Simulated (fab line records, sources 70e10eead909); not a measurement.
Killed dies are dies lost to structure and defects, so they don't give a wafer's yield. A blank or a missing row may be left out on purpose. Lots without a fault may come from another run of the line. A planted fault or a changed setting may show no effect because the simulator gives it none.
fab line records | flow nand_harc
record lots=6 wafers=18 last_day=32
route steps=1302 shown A_BONDPAD@1211 END@1302
lots that met no fault: from a run of the same line without faults
start_h: hours from the record's first day to the start of the lot's first wafer shown | wait_h: hours since the lot's step before | " the same as in the row above | L1.1+2: a row that stands for several wafers | - no value, or no start given | * or withheld: withheld | < > ~ a bound
route shown NAME@n: a module of which the file shows steps, and the number in the route of the first | usual: mean/standard deviation of fault-free wafers | same: alike in all rows | chamber/n: place in a boat | sites: the reading at each site | _std_site: their standard deviation | _edge_site: outer sites' mean less inner sites' | radius_mm: how far each site lies from the wafer's centre | mask NAME#n: copy n | behind: the tool/chamber that last shaped the wafer | hold: why the lot was held/for how many hours/how that ended | device: the transistor (n, p or np) that didn't switch | end of line: the same wafers' tests at the end of the route | a step without rows: its recipe alone | killed: dies lost to structure and defects at the first sort, not the wafer's yield | map: a wafer's dies, x killed, . not, _ none there
set.NAME: the setting as run; set.NAME@STEP: as run at that earlier step | model.NAME: the simulator's own value behind a step, which no gauge read
lots at some steps of the route; a table a step, a row a wafer
services: from which hour (start_h, from the record's first day; less than 0 if before it) a tool's chamber was out of use, for how many hours, and why
## steps
# step NHARC_A_BONDPAD_EBR_05
# step NHARC_A_BONDPAD_EXPOSE_06
# recipe na=0.55 dose_mj=36.99 mask_id=A_BPAD
# step NHARC_A_BONDPAD_PEB_07
# recipe peb_temp_c=128 peb_time_s=80
# step NHARC_A_BONDPAD_DEVELOP_08
# recipe time_s=50 dev_temp_c=22
# step NHARC_A_BONDPAD_CD_MEAS_09
# recipe target_cd_nm=500 landing_energy_ev=500
# usual cd_nm=500.2/1.9
# columns lot.wafer tool chamber start_h wait_h cd_nm
L814.1 cd_sem-03 0 579.14 - 497.7
L814.3 " 0 " " 501.0
L814.4 " 0 " " 500.4
L821.1 cd_sem-03 0 659.25 - 502.5
L821.2 " 0 " " 502.1
L821.4 " 0 " " 502.7
L824.2 cd_sem-01 0 675.97 - 502.2
L824.4 " 0 " " 499.8
L824.5 " 0 " " 499.4
L825.2 cd_sem-03 0 678.09 - 501.4
L825.4 " 0 " " 501.6
L825.6 " 0 " " 498.8
L828.4 cd_sem-02 0 714.96 - 502.3
L828.5 " 0 " " 499.9
L828.6 " 0 " " 499.8
L830.1 cd_sem-03 0 731.48 - 499.8
L830.4 " 0 " " 500.0
L830.5 " 0 " " 499.4
# step NHARC_A_BONDPAD_OVL_MEAS_35
# usual overlay_x_nm=-1/5.7 overlay_y_nm=-2/4.9
# columns lot.wafer tool chamber start_h wait_h overlay_x_nm overlay_y_nm
L814.1 overlay-02 - 579.22 - -2 -6
L814.3 " - " " -1 -6
L814.4 " - " " -1 -5
L821.1 overlay-02 - 659.34 - 7 4
L821.2 " - " " 7 4
L821.4 " - " " 8 4
L824.2 overlay-01 - 676.05 - -7 -11
L824.4 " - " " -6 -12
L824.5 " - " " -6 -12
L825.2 overlay-02 - 678.17 - -10 -1
L825.4 " - " " -9 -2
L825.6 " - " " -9 -1
L828.4 overlay-01 - 715.05 - -7 -5
L828.5 " - " " -7 -5
L828.6 " - " " -7 -5
L830.1 overlay-02 - 731.57 - -5 -2
L830.4 " - " " -5 -2
L830.5 " - " " -5 -2
# step NHARC_A_BONDPAD_HARDBAKE_10
# recipe temp_c=118 time_s=65
# step NHARC_A_BONDPAD_DESCUM_11
# recipe time_s=3 o2_flow_sccm=200 ar_flow_sccm=0 bias_power_w=0 chemistry=O2
# usual drypump_motor_current_A=5.7/0.48 oes_product_au=1.002/0.0096 rf_vpp_V=57.8/0.88 showerhead_plenum_p_Torr=1.89/0.1 throttle_valve_pct=11.312/0.0085
# columns lot.wafer tool chamber start_h wait_h drypump_motor_current_A oes_product_au rf_hours_counter_h rf_vpp_V showerhead_plenum_p_Torr throttle_valve_pct
L814.1 rie_diel-03 2 579.36 - 5.1 1.006 3 57.7 1.79 11.314
L814.4 " 3 " " 5.7 1.008 3 58.8 1.84 11.317
L814.3 " 0 " " 6.2 0.990 3 57.9 1.84 11.314
L821.1 rie_diel-03 2 659.47 - 5.0 1.004 0 56.9 1.79 11.314
L821.2 " 3 " " 5.7 1.011 0 57.1 1.84 11.319
L821.4 " 0 " " 6.2 0.979 0 56.7 1.84 11.312
L824.2 rie_diel-06 2 676.18 - 5.0 1.014 2 58.1 2.02 11.321
L824.4 " 1 " " 5.7 1.017 2 57.7 1.88 11.312
L824.5 " 2 " " 5.0 1.016 - 57.6 2.02 11.324
L825.2 rie_diel-05 3 678.31 - 5.8 1.003 14 57.9 1.94 11.318
L825.4 " 0 " " 5.5 1.007 14 57.9 2.02 11.310
L825.6 " 3 " " 5.9 1.013 - 58.0 1.94 11.330
L828.4 rie_diel-03 0 715.20 - 6.2 0.988 2 55.5 1.84 11.309
L828.5 " 1 " " 5.3 1.005 - 57.5 1.78 11.306
L828.6 " 2 " " 5.0 0.998 - 58.0 1.79 11.322
L830.4 rie_diel-03 0 731.69 - 6.2 0.997 3 56.9 1.84 11.315
L830.1 " 1 " " 5.2 0.999 3 56.6 1.78 11.314
L830.5 " 0 " " 6.2 0.998 - 57.2 1.84 11.305
# step NHARC_A_BONDPAD_ETCH_34
# recipe target_depth_a=600 overetch_a=180 time_s=65.91 ion_energy_ev=200 n2_flow_sccm=150 h2_flow_sccm=150 ar_flow_sccm=0 rf_w=400 bias_w=150 chemistry=N2/H2
# usual drypump_motor_current_A=5.7/0.47 oes_product_au=1.002/0.0092 rf_vpp_V=430/3.2 showerhead_plenum_p_Torr=2.01/0.11 throttle_valve_pct=14.172/0.0094
# columns lot.wafer tool chamber start_h wait_h drypump_motor_current_A oes_product_au rf_hours_counter_h rf_vpp_V showerhead_plenum_p_Torr throttle_valve_pct
L814.1 rie_diel-03 2 579.44 0.1 5.1 1.012 3 427 1.91 14.175
L814.3 " 3 " " 5.7 1.011 3 426 1.96 14.166
L814.4 " 0 " " 6.3 0.997 3 429 1.96 14.179
L821.1 rie_diel-03 0 659.57 0.1 6.2 0.993 0 429 1.96 14.168
L821.2 " 2 " " 5.0 1.007 0 427 1.91 14.169
L821.4 " 3 " " 5.7 1.008 0 427 1.96 14.153
L824.2 rie_diel-06 3 676.28 0.1 5.9 0.998 2 429 1.94 14.179
L824.4 " 0 " " 5.6 1.008 2 428 1.93 14.174
L824.5 " 2 " " 5.0 1.020 - 433 2.15 14.162
L825.2 rie_diel-05 2 678.39 0.1 5.7 1.003 17 437 2.20 14.173
L825.4 " 3 " " 5.9 1.002 14 431 2.07 14.164
L825.6 " 1 " " 6.6 1.002 - 434 2.15 14.185
L828.4 rie_diel-03 0 715.26 0.1 6.2 1.002 2 430 1.96 14.162
L828.6 " 0 " " 6.2 0.992 - 428 1.96 14.182
L828.5 " 1 " " 5.2 0.994 - 426 1.89 14.155
L830.4 rie_diel-03 3 731.78 0.1 5.7 1.008 3 428 1.96 14.176
L830.1 " 1 " " 5.2 1.007 3 427 1.89 14.174
L830.5 " 0 " " 6.2 0.988 - 430 1.96 14.172
# step NHARC_A_BONDPAD_ETCH_12
# recipe target_depth_a=2200 time_s=110 chf3_flow_sccm=50 o2_flow_sccm=10 ar_flow_sccm=200 rf_w=500 bias_w=200 chemistry=CHF3/O2
# usual drypump_motor_current_A=5.7/0.47 oes_product_au=0.953/0.022 rf_vpp_V=369.8/2.8 showerhead_plenum_p_Torr=2.37/0.12 throttle_valve_pct=20.573/0.0096
# columns lot.wafer tool chamber start_h wait_h drypump_motor_current_A oes_product_au rf_hours_counter_h rf_vpp_V showerhead_plenum_p_Torr throttle_valve_pct
L814.3 rie_diel-03 3 - - 5.7 0.990 3 368.0 2.31 20.567
L814.4 " 0 " " 6.2 0.976 3 367.3 2.31 20.568
L814.1 " 1 " " 5.3 0.974 3 366.6 2.24 20.579
L821.1 rie_diel-03 0 - - 6.2 0.953 0 368.3 2.31 20.576
L821.4 " 2 " " 5.0 0.948 0 368.4 2.26 20.570
L821.2 " 3 " " 5.7 0.975 0 368.8 2.31 20.579
L824.2 rie_diel-06 2 - - 5.0 0.971 2 373.7 2.53 20.582
L824.4 " 3 " " 5.9 0.965 2 368.9 2.29 20.584
L824.5 " 1 " " 5.7 0.994 - 370.5 2.37 20.570
L825.4 rie_diel-05 3 - - 5.8 0.929 14 371.9 2.43 20.575
L825.2 " 2 " " 5.7 0.936 17 373.8 2.58 20.577
L825.6 " 0 " " 5.5 0.927 - 374.5 2.53 20.586
L828.4 rie_diel-03 0 - - 6.2 0.981 2 369.7 2.31 20.565
L828.6 " 3 " " 5.7 0.981 - 367.9 2.31 20.581
L828.5 " 0 " " 6.2 0.961 - 368.8 2.31 20.586
L830.1 rie_diel-03 2 - - 5.0 0.977 3 367.2 2.26 20.553
L830.4 " 0 " " 6.2 0.956 3 368.9 2.31 20.594
L830.5 " 1 " " 5.2 0.960 - 366.2 2.24 20.580
# step NHARC_A_BONDPAD_CD_MEAS_13
# usual cd_nm=500.1/1.9
# columns lot.wafer tool chamber start_h wait_h cd_nm
L814.1 cd_sem-02 - 579.66 - 497.2
L814.3 " - " " 500.8
L814.4 " - " " 500.0
L821.1 cd_sem-03 - 659.80 - 502.3
L821.2 " - " " 502.1
L821.4 " - " " 502.4
L824.2 cd_sem-03 - 676.50 - 503.3
L824.4 " - " " 500.1
L824.5 " - " " 499.8
L825.2 cd_sem-01 - 678.61 - 501.4
L825.4 " - " " 501.1
L825.6 " - " " 498.6
L828.4 cd_sem-01 - 715.50 - 502.6
L828.5 " - " " 500.4
L828.6 " - " " 499.9
L830.1 cd_sem-01 - 732.01 - 500.7
L830.4 " - " " 499.9
L830.5 " - " " 499.5
# step NHARC_A_BONDPAD_STRIP_15
# recipe o2_flow_sccm=500 ar_flow_sccm=0 bias_w=0 chemistry=O2
# usual drypump_motor_current_A=5.6/0.44 oes_product_au=1.002/0.009 rf_vpp_V=57.5/0.9 showerhead_plenum_p_Torr=3.45/0.16 throttle_valve_pct=17.037/0.0086
# columns lot.wafer tool chamber start_h wait_h drypump_motor_current_A oes_product_au rf_hours_counter_h rf_vpp_V showerhead_plenum_p_Torr throttle_valve_pct
L814.1 rie_diel-03 2 579.74 0.1 5.0 1.007 3 58.1 3.32 17.037
L814.3 " 3 " " 5.7 1.007 3 58.7 3.40 17.039
L814.4 " 1 " " 5.3 1.000 3 56.5 3.30 17.027
L821.2 rie_diel-03 1 659.87 0.1 5.3 1.003 0 57.0 3.30 17.030
L821.4 " 2 " " 5.0 1.004 0 56.6 3.32 17.032
L821.1 " 0 " " 6.2 0.994 0 57.8 3.40 17.034
L824.2 rie_diel-05 2 676.57 0.1 5.7 0.999 17 59.8 3.78 17.041
L824.4 " 0 " " 5.4 1.003 14 57.2 3.72 17.035
L824.5 " 2 " " 5.7 1.006 - 58.0 3.78 17.037
L825.2 rie_diel-03 0 678.69 0.1 6.2 0.989 1 57.9 3.40 17.036
L825.4 " 1 " " 5.2 0.995 1 57.8 3.30 17.048
L825.6 " 0 " " 6.2 0.985 - 57.1 3.40 17.047
L828.4 rie_diel-06 2 715.60 0.1 5.0 1.010 17 57.2 3.70 17.043
L828.6 " 0 " " 5.6 1.007 - 56.3 3.34 17.030
L828.5 " 1 " " 5.7 1.005 - 58.6 3.47 17.029
L830.1 rie_diel-03 2 732.09 0.1 5.0 1.001 3 55.9 3.32 17.037
L830.4 " 1 " " 5.3 0.987 3 56.5 3.30 17.030
L830.5 " 3 " " 5.7 1.012 - 57.2 3.39 17.036
# step NHARC_A_BONDPAD_ETCH_24
# recipe target_depth_a=300 over_etch_frac=0.3 time_s=72.99 ion_energy_ev=150 cf4_flow_sccm=50 n2_flow_sccm=100 ar_flow_sccm=150 rf_w=300 bias_w=100 chemistry=CF4/N2
# usual drypump_motor_current_A=5.6/0.44 oes_product_au=1.001/0.0091 rf_vpp_V=313.0/2.2 showerhead_plenum_p_Torr=2.57/0.12 throttle_valve_pct=19.794/0.009
# columns lot.wafer tool chamber start_h wait_h drypump_motor_current_A oes_product_au rf_hours_counter_h rf_vpp_V showerhead_plenum_p_Torr throttle_valve_pct
L814.3 rie_diel-03 1 579.89 - 5.3 1.013 3 309.9 2.45 19.780
L814.4 " 2 " " 5.0 1.004 3 310.0 2.47 19.802
L814.1 " 3 " " 5.7 1.009 3 311.4 2.53 19.812
L821.1 rie_diel-03 2 660.03 - 5.0 0.850 0 310.7 2.47 19.791
L821.4 " 3 " " 5.7 1.024 0 312.1 2.53 19.819
L821.2 " 0 " " 6.2 0.837 0 313.8 2.53 19.802
L824.2 rie_diel-05 1 676.73 - 6.6 0.996 15 316.2 2.75 19.800
L824.4 " 2 " " 5.7 1.001 17 316.4 2.82 19.803
L824.5 " 0 " " 5.4 1.004 - 316.9 2.77 19.802
L825.2 rie_diel-03 0 678.83 - 6.1 0.850 1 314.4 2.53 19.795
L825.4 " 2 " " 5.0 1.006 1 312.4 2.47 19.798
L825.6 " 0 " " 6.2 0.991 - 312.1 2.53 19.790
L828.4 rie_diel-06 3 715.74 - 5.9 0.999 19 311.4 2.50 19.791
L828.6 " 1 " " 5.7 1.005 - 311.5 2.58 19.789
L828.5 " 2 " " 5.0 1.005 - 317.2 2.75 19.805
L830.1 rie_diel-03 3 732.25 - 5.7 1.005 3 313.0 2.53 19.785
L830.4 " 0 " " 6.2 1.003 3 312.7 2.53 19.790
L830.5 " 1 " " 5.3 1.007 - 311.8 2.45 19.785
# step NHARC_A_BONDPAD_STRIP_16
# recipe time_s=600 temp_c=30 chemistry=post_etch_residue_remover
# step NHARC_END_SORT_01
# recipe temp_c=25
# usual defect_limited_yield=91.1/2.9 killed_at_array=55/20 killed_at_other=1.1/1.2 killed_at_periphery=3.8/2.8 killed_dies=60/19 killed_open=3.4/1.9 killed_short=2.2/1.5
# same gross_dies=677
# columns lot.wafer tool chamber start_h wait_h defect_limited_yield[%] killed_at_array killed_at_other killed_at_periphery killed_dies killed_open killed_short
L814.1 prober-02 0 608.95 2.5 81.5 120 2 3 125 8 0
L814.3 prober-02 0 610.56 3.1 87.9 77 4 1 82 2 2
L814.4 prober-02 0 611.36 3.4 85.8 92 1 3 96 5 6
L821.1 prober-01 0 692.23 2.5 95.1 25 0 8 33 5 0
L821.2 prober-01 0 693.02 2.8 95.9 24 0 4 28 3 3
L821.4 prober-01 0 694.61 3.4 93.8 36 0 6 42 3 5
L825.2 prober-01 0 706.05 2.8 89.5 65 4 2 71 5 2
L825.4 prober-01 0 707.64 3.4 91.0 58 0 3 61 3 1
L825.6 prober-01 0 709.23 4.0 92.5 46 1 4 51 4 2
L824.2 prober-02 0 706.12 2.8 87.4 79 1 5 85 5 1
L824.4 prober-02 0 707.72 3.4 88.5 75 0 3 78 2 2
L824.5 prober-02 0 708.52 3.7 88.0 77 1 3 81 1 2
L828.4 prober-02 0 747.65 3.4 91.3 55 0 4 59 1 1
L828.5 prober-02 0 748.44 3.7 91.0 57 0 4 61 6 1
L828.6 prober-02 0 749.24 4.0 91.0 56 0 5 61 3 2
L830.1 prober-02 0 767.04 2.5 94.7 32 0 4 36 3 3
L830.4 prober-02 0 769.45 3.4 94.1 35 1 4 40 3 2
L830.5 prober-02 0 770.25 3.7 94.4 32 1 5 38 0 1
# killed by level:class
L814.1 A_CHANNEL_HOLE_D1:chamber_film_flake=38 A_SLIT:chamber_film_flake=37 A_CHANNEL_HOLE_D2:chamber_film_flake=29 A_STAIRCASE:chamber_film_flake=4 A_CONTACT:chamber_film_flake=3 A_SGD_CUT:geometric_particle:open=2 THIN_TSV:chamber_film_flake=2 P_GATE:geometric_particle:open=1
L814.3 A_SLIT:chamber_film_flake=29 A_CHANNEL_HOLE_D1:chamber_film_flake=23 A_CHANNEL_HOLE_D2:chamber_film_flake=19 THIN_TSV:chamber_film_flake=3 A_WL_FILL:geometric_particle:open=2 A_ONON_D1:geometric_particle:short=1 P_M1:chamber_film_flake=1 STARTING-WAFER:geometric_particle:short=1
L814.4 A_CHANNEL_HOLE_D2:chamber_film_flake=35 A_CHANNEL_HOLE_D1:chamber_film_flake=21 A_SLIT:chamber_film_flake=21 A_STAIRCASE:chamber_film_flake=4 A_CHANNEL_HOLE_D2:geometric_particle:short=2 A_WL_FILL:geometric_particle:short=2 A_M0:geometric_particle:open=2 A_CONTACT:chamber_film_flake=2
L821.1 A_CHANNEL_HOLE_D1:chamber_film_flake=8 A_STAIRCASE:chamber_film_flake=7 P_CONTACT:geometric_particle:open=4 A_CONTACT:chamber_film_flake=4 P_M0:chamber_film_flake=3 A_DECK1_JOINT:chamber_film_flake=2 A_SLIT:chamber_film_flake=2 A_STAIRCASE:geometric_particle:open=1
L821.2 A_CHANNEL_HOLE_D1:chamber_film_flake=8 A_CONTACT:chamber_film_flake=4 A_SLIT:chamber_film_flake=3 A_STAIRCASE:chamber_film_flake=2 P_GATE:geometric_particle:short=1 P_M1:geometric_particle:open=1 A_ONON_D1:geometric_particle:short=1 A_CHANNEL_HOLE_D1:geometric_particle:open=1
L821.4 A_CONTACT:chamber_film_flake=10 A_STAIRCASE:chamber_film_flake=7 A_CHANNEL_HOLE_D1:chamber_film_flake=6 P_M0:chamber_film_flake=3 A_SLIT:chamber_film_flake=3 A_DECK1_JOINT:geometric_particle:short=2 P_GATE:geometric_particle:open=1 A_CHANNEL_FILL_D1:geometric_particle:short=1
L825.2 A_SLIT:chamber_film_flake=27 A_CHANNEL_HOLE_D1:chamber_film_flake=11 A_CHANNEL_HOLE_D2:chamber_film_flake=11 A_CONTACT:chamber_film_flake=11 THIN_TSV:chamber_film_flake=3 P_M0:geometric_particle:open=2 A_BLC:geometric_particle:open=2 A_M0:geometric_particle:short=1
L824.2 A_SLIT:chamber_film_flake=37 A_CHANNEL_HOLE_D1:chamber_film_flake=30 P_GATE:chamber_film_flake=3 A_CONTACT:chamber_film_flake=3 A_DECK1_JOINT:geometric_particle:open=2 A_ZERO_WELL:chamber_film_flake=2 P_GATE:geometric_particle:short=1 P_M0:geometric_particle:open=1
L825.4 A_SLIT:chamber_film_flake=26 A_CHANNEL_HOLE_D2:chamber_film_flake=11 A_CHANNEL_HOLE_D1:chamber_film_flake=9 A_STAIRCASE:chamber_film_flake=3 A_CONTACT:chamber_film_flake=3 A_CHANNEL_FILL_D2:chamber_film_flake=2 P_M0:geometric_particle:open=1 A_CHANNEL_HOLE_D1:geometric_particle:short=1
L824.4 A_SLIT:chamber_film_flake=39 A_CHANNEL_HOLE_D1:chamber_film_flake=29 P_STI:chamber_film_flake=2 A_DECK1_JOINT:geometric_particle:open=1 A_CHANNEL_FILL_D2:geometric_particle:short=1 A_WL_FILL:geometric_particle:short=1 A_CONTACT:geometric_particle:open=1 P_GATE:chamber_film_flake=1
L824.5 A_SLIT:chamber_film_flake=35 A_CHANNEL_HOLE_D1:chamber_film_flake=33 A_DECK1_JOINT:chamber_film_flake=3 P_GATE:chamber_film_flake=2 A_ZERO_WELL:chamber_film_flake=2 P_M0:geometric_particle:open=1 A_SOURCE_PLATE:geometric_particle:short=1 A_CHANNEL_FILL_D2:geometric_particle:short=1
L825.6 A_SLIT:chamber_film_flake=20 A_CHANNEL_HOLE_D2:chamber_film_flake=14 A_CHANNEL_HOLE_D1:chamber_film_flake=7 P_ZERO_WELL:chamber_film_flake=2 P_M0:geometric_particle:open=1 P_M1:geometric_particle:short=1 A_ONON_D1:geometric_particle:open=1 A_WL_FILL:geometric_particle:short=1
L828.4 A_CHANNEL_HOLE_D1:chamber_film_flake=35 A_STAIRCASE:chamber_film_flake=5 A_SLIT:chamber_film_flake=5 A_CONTACT:chamber_film_flake=5 P_ZERO_WELL:chamber_film_flake=2 A_M1:chamber_film_flake=2 A_CHANNEL_FILL_D1:geometric_particle:open=1 A_DECK1_JOINT:geometric_particle:short=1
L828.5 A_CHANNEL_HOLE_D1:chamber_film_flake=26 A_CONTACT:chamber_film_flake=11 A_SLIT:chamber_film_flake=5 A_WL_FILL:chamber_film_flake=4 A_SOURCE_PLATE:geometric_particle:open=3 A_STAIRCASE:chamber_film_flake=3 A_DECK1_JOINT:geometric_particle:short=1 A_ONON_D2:geometric_particle:open=1
L828.6 A_CHANNEL_HOLE_D1:chamber_film_flake=27 A_STAIRCASE:chamber_film_flake=9 A_SLIT:chamber_film_flake=6 A_WL_FILL:chamber_film_flake=3 A_CONTACT:chamber_film_flake=3 P_ZERO_WELL:chamber_film_flake=2 A_M1:chamber_film_flake=2 A_CHANNEL_FILL_D1:geometric_particle:open=1
L830.1 A_CHANNEL_HOLE_D1:chamber_film_flake=9 A_SLIT:chamber_film_flake=7 A_STAIRCASE:chamber_film_flake=5 A_CONTACT:chamber_film_flake=5 P_STI:chamber_film_flake=2 P_STI:geometric_particle:short=1 P_M0:geometric_particle:open=1 A_ONON_D1:geometric_particle:short=1
L830.4 A_CHANNEL_HOLE_D1:chamber_film_flake=12 A_CONTACT:chamber_film_flake=6 A_STAIRCASE:chamber_film_flake=5 A_SLIT:chamber_film_flake=5 P_STI:chamber_film_flake=2 A_CHANNEL_HOLE_D2:chamber_film_flake=2 P_M2:geometric_particle:short=1 A_CHANNEL_FILL_D1:geometric_particle:short=1
L830.5 A_CHANNEL_HOLE_D1:chamber_film_flake=12 A_SLIT:chamber_film_flake=6 A_STAIRCASE:chamber_film_flake=4 A_CONTACT:chamber_film_flake=4 A_BLC:chamber_film_flake=4 P_STI:chamber_film_flake=3 P_M2:chamber_film_flake=2 A_CHANNEL_HOLE_D2:geometric_particle:short=1
## services
# columns tool chamber start_h hours kind
rie_diel-03 0 565.34 - clean
rie_diel-03 1 565.34 - clean
rie_diel-03 2 565.34 - clean
rie_diel-03 3 565.34 - clean
rie_diel-05 - 583.82 9.0 pm
rie_diel-03 0 589.84 - clean
rie_diel-03 1 589.84 - clean
rie_diel-03 2 589.84 - clean
rie_diel-03 3 589.84 - clean
rie_diel-03 2 601.13 2.0 repair
rie_diel-03 0 614.34 - clean
rie_diel-03 1 614.34 - clean
rie_diel-03 2 614.34 - clean
rie_diel-03 3 614.34 - clean
rie_diel-03 - 635.30 9.0 pm
rie_diel-03 0 635.30 9.0 vent_cycle
rie_diel-03 1 635.30 9.0 vent_cycle
rie_diel-03 2 635.30 9.0 vent_cycle
rie_diel-03 3 635.30 9.0 vent_cycle
rie_diel-03 0 644.30 - clean
rie_diel-06 - 661.27 9.0 pm
rie_diel-05 1 666.27 8.2 repair
rie_diel-06 3 716.09 3.7 repair
rie_diel-06 0 719.90 6.0 repair
## key
first_sign step=NHARC_A_BONDPAD_ETCH_24 reading=oes_product_au direction=down sigmas=17 usual=1.001 struck=0.846
effect none on later readings
met_at NHARC_A_BONDPAD_ETCH_24
struck_wafers L821.1,L821.2,L825.2
onset_between 579.89 660.03
fault kind=process_parameter_drift tool=rie_diel-03 chamber=- onset_h=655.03 steps=NHARC_A_BONDPAD_ETCH_24 channel=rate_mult offset=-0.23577 shape=step end_h=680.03 scope=struck_wafers_only
